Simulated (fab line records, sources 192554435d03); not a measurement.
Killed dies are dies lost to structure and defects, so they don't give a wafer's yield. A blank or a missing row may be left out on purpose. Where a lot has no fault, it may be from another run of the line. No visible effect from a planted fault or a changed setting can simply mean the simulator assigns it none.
2 desks looking at one fault	flow n5_finfet	numbers are kept per desk, each desk with only its own; the story behind them comes last

== THE TOOL OWNER'S DESK: litho_track-01 ==
The tool's own readings at N5_MOL_CONTACT_COAG_COAT_76 (time 60 s, resist thk 10 nm): means of the sampled wafers that have a number, for each lot that ran on this tool. If a lot's mean is further than 4 standard deviations from the usual mean, the lot is out of limits and carries the mark OUT (the distance appears in the brackets).
Columns: A = dispense_pressure_kPa at N5_MOL_CONTACT_COAG_COAT_76, usual 51.6 kPa; B = heater_power_total_W at N5_MOL_CONTACT_COAG_COAT_76, usual 427.4 W; C = spin_speed_rpm at N5_MOL_CONTACT_COAG_COAT_76, usual 1499.9 rpm
lot	first seen here	A	B	C
L974	day 5 10:34	53.0	427.6	1500.6
L977	day 6 07:13	53.0	428.1	1499.8
L979	day 6 20:53	53.0	427.8	1426.2 (-76) OUT
L981	day 7 10:03	53.0	429.8	1426.6 (-76) OUT
L995	day 11 01:29	53.0	425.7	1500.5
This desk finds L979, L981 out of limits, L979 being first, at day 6 20:53 (spin_speed_rpm at N5_MOL_CONTACT_COAG_COAT_76). L974, L977, L995: within limits.

== AT THE METROLOGY DESK ==
Lot by lot, what the gauges showed, no matter which tool ran the lot: averages of those sampled wafers that carry a number. If a lot's mean is further than 4 standard deviations from the usual mean, the lot is out of limits and carries the mark OUT (the distance appears in the brackets). Readings shown: 7 of its 11, picked as those furthest out on some lot.
Columns: A = VG_OVL at N5_MOL_CONTACT_COAG_OVL_MEAS_85, usual 0.1 nm; B = DIBL_P at N5_BEOL_M4_RC_MEAS_101, usual 36.3 mV/V; C = IOFF_N at N5_BEOL_M4_RC_MEAS_101, usual 0.163 nA/um; D = IOFF_P at N5_BEOL_M4_RC_MEAS_101, usual 0.21 nA/um; E = ION_N at N5_BEOL_M4_RC_MEAS_101, usual 673 uA/um; F = ION_P at N5_BEOL_M4_RC_MEAS_101, usual 461 uA/um; G = VT_P at N5_BEOL_M4_RC_MEAS_101, usual -250 mV
lot	first seen here	A	B	C	D	E	F	G
L974	day 5 10:53	-0.1	37.9	0.173	0.24	666	459	-247
L977	day 6 07:39	-0.1	38.9	0.199	0.25	680	462	-250
L979	day 6 21:11	0.1	36.3	0.148	0.20	659	453	-253
L981	day 7 10:22	0.3	35.1	0.147	0.19	654	449	-252
L985	day 8 10:33	-0.3	37.1	0.168	0.24	684	469	-246
L988	day 9 02:48	0.7	34.4	0.145	0.18	659	451	-252
L990	day 9 13:07	-0.3	35.4	0.152	0.18	668	455	-255
L993	day 10 12:15	0.1	35.0	0.142	0.20	664	457	-249
L994	day 10 18:22	-0.3	31.6	0.128	0.15	668	450	-257
L995	day 11 01:56	-0.9	36.0	0.174	0.25	674	463	-245
This desk's finding: nothing out of limits on any of the 10 lots.

== TAKEN TOGETHER ==
The tool owner's desk had the chance to raise an alarm at day 6 20:53 on L979, L981.
The metrology desk saw nothing out of limits.
The metrology desk holds a record of L979, L981, inside its limits.
The lots listed all ran N5_MOL_CONTACT_COAG_COAT_76 on litho_track-01.

== WHAT HAD BEEN PUT IN BY THE SIMULATOR ==
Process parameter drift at N5_MOL_CONTACT_COAG_COAT_76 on litho_track-01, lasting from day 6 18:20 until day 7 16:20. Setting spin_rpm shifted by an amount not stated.
Struck lots among those shown: L979, L981.
Time in hours from fault onset to the first out-of-limits reading at each desk: the tool owner's desk, 3.
